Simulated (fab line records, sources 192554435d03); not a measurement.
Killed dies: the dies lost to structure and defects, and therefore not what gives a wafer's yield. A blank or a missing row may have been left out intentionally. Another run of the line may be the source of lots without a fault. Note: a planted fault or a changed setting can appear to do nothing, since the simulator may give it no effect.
Which of the tools did it? -- flow n5-finfet -- 10 lots with 30 wafers sampled at 5 steps, on a route of 1938 steps

WHAT THE GAUGES SHOWED, per wafer
N5_BEOL_M7_RS_MEAS_57: uses a four-point probe to measure.
lot,measured,on,M7_RS (ohm/sq)
L403,day 9 17:04,film-metro-01,0.281 0.294 0.279
L405,day 10 07:12,film-metro-01,0.286 0.283 0.290
L412,day 12 05:02,film-metro-01,0.290 0.292 0.304
L418,day 13 04:44,film-metro-01,0.292 0.297 0.282
L417,day 13 04:49,film-metro-01,0.296 0.287 0.292
L419,day 13 06:23,film-metro-01,0.289 0.289 0.293
L420,day 13 21:51,film-metro-02,0.277 0.280 0.268
L421,day 14 08:09,film-metro-01,0.286 0.288 0.299
L422,day 14 11:58,film-metro-01,0.288 0.288 0.295
L423,day 14 13:02,film-metro-01,0.273 0.280 0.279

WHAT TOOL EACH LOT RAN ON (gives the tool, then ch and the chambers of the sampled wafers, and finally the start)
lot,N5_BEOL_M7_VIA_ETCH_34,N5_BEOL_M7_CVD_78,N5_BEOL_M7_ANNEAL_51,N5_BEOL_M7_CMP_52
L403,"rie-diel-03 ch 0,2,3, day 9 12:24","cvd-co-01 ch 0,1, day 9 15:46","rtp-anneal-02 ch 0, day 9 16:21","cmp-02 ch 0,2,3, day 9 16:36"
L405,"rie-diel-03 ch 1,2,3, day 10 03:26","cvd-co-02 ch 0,1,2, day 10 06:07","rtp-anneal-01 ch 0, day 10 06:29","cmp-03 ch 0,2,3, day 10 06:46"
L412,"rie-diel-03 ch 0,1,2, day 12 02:20","cvd-co-02 ch 0,1,2, day 12 03:37","rtp-anneal-01 ch 0, day 12 04:25","cmp-01 ch 1,2,3, day 12 04:37"
L418,"rie-diel-03 ch 0,1,2, day 13 01:31","cvd-co-01 ch 0,1,2, day 13 03:01","rtp-anneal-01 ch 0, day 13 04:03","cmp-03 ch 0,1,3, day 13 04:20"
L417,"rie-diel-01 ch 0,1, day 13 01:42","cvd-co-02 ch 1,2, day 13 03:06","rtp-anneal-02 ch 0, day 13 04:02","cmp-02 ch 0,2, day 13 04:22"
L419,"rie-diel-03 ch 0,1,2, day 13 03:44","cvd-co-01 ch 0,2, day 13 05:17","rtp-anneal-02 ch 0, day 13 05:39","cmp-03 ch 0,1,3, day 13 05:57"
L420,"rie-diel-01 ch 0,1, day 13 19:19","cvd-co-01 ch 0,2, day 13 20:46","rtp-anneal-02 ch 0, day 13 21:13","cmp-02 ch 1,3, day 13 21:28"
L421,"rie-diel-03 ch 0,1, day 14 02:00","cvd-co-02 ch 0,1,2, day 14 04:11","rtp-anneal-01 ch 0, day 14 07:25","cmp-03 ch 1,2,3, day 14 07:46"
L422,"rie-diel-02 ch 1,2,3, day 14 08:41","cvd-co-02 ch 0,1,2, day 14 10:31","rtp-anneal-02 ch 0, day 14 11:14","cmp-01 ch 0,2, day 14 11:32"
L423,"rie-diel-01 ch 0,1, day 14 08:45","cvd-co-02 ch 0,1, day 14 11:11","rtp-anneal-01 ch 0, day 14 12:25","cmp-03 ch 1,2,3, day 14 12:41"
- N5_BEOL_M7_VIA_ETCH_34: etches SiCOH lowk in C4F6/O2, target depth 125.5 nm, time 50.5 s.
- N5_BEOL_M7_CVD_78: deposits Co from CCTBA/H2, target thk 2 nm, time 142.3 s.
- N5_BEOL_M7_ANNEAL_51: time 90 s.
- N5_BEOL_M7_CMP_52: polishes, stops on SiCOH lowk, t overpolish 6.9 s, target thk 80 nm.

THE ANSWER, worked out from the rows above alone
Rule: the usual values come from the lots themselves. Put in order of their means at a reading, lots are off if they are a third of the lots or fewer, leave a main group of 4 or more, and stand apart from it by a gap of 3 or more times the standard deviation of the main group's means; of several such gaps the widest counts. The tables above print the reading to a certain number of digits; a main group whose means all agree to those digits is not used. A lot without any number at a reading at which 4 lots or more have one is off too. All remaining lots with rows at the step are treated as sound.
No lot is off at any reading shown: from this, nothing can be told.

WHAT THE SIMULATOR HAD PUT IN
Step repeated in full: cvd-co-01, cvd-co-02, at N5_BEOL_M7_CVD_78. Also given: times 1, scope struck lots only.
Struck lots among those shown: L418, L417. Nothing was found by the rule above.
